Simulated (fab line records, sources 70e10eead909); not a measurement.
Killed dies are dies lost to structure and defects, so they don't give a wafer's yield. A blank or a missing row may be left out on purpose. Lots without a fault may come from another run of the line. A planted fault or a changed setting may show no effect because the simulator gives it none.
Chamber matching | flow nand_harc | NHARC_A_SGD_CUT_ETCH_58 on rie_diel-10: 4 sister chambers
The step etches the open film in CF4, target depth 39 nm, time 65 s. 8 wafers are shown with their chamber, then 7 later ones without.

WAFERS WITH THEIR CHAMBER
wafer  | chamber | showerhead_plenum_p_Torr (Torr) | rf_vpp_V (V)
L081.1 | 1       | 1.79                            | 151.3
L083.4 | 2       | 1.67                            | 149.8
L083.6 | 3       | 1.70                            | 150.2
L089.1 | 0       | 1.80                            | 150.5
L089.3 | 2       | 1.66                            | 149.6
L089.4 | 3       | 1.70                            | 151.1
L092.3 | 0       | 1.80                            | 152.6
L092.4 | 1       | 1.78                            | 151.3

WAFERS WITHOUT THEIR CHAMBER
wafer  | showerhead_plenum_p_Torr (Torr) | rf_vpp_V (V)
L092.6 | 1.66                            | 149.5
L094.2 | 1.78                            | 151.8
L094.5 | 1.78                            | 151.8
L094.6 | 1.80                            | 150.7
L097.2 | 1.66                            | 151.1
L097.3 | 1.80                            | 150.8
L097.6 | 1.66                            | 150.1

WHICH CHAMBER EACH WENT THROUGH
wafer  | from the rows above | in truth
L092.6 | 2                   | 2
L094.2 | 1                   | 1
L094.5 | 1                   | 1
L094.6 | 0                   | 0
L097.2 | 2                   | 2
L097.3 | 0                   | 0
L097.6 | 2                   | 2
Placed correctly: 7 of 7. Can't be placed from these rows: 0. Placed wrongly: 0.
How it was worked out, from the rows above alone: a wafer's distance from a chamber is the root of the sum, over the readings, of the square of ((its reading less the chamber's mean) divided by the reading's scatter). The wafer belongs to the nearest chamber; if the next one is less than 2 further off, it can't be placed. A chamber's mean is the mean of its shown wafers. The scatter: the root of (the sum of the squares of (reading less its chamber's mean) over the shown wafers, divided by (wafers less chambers)).
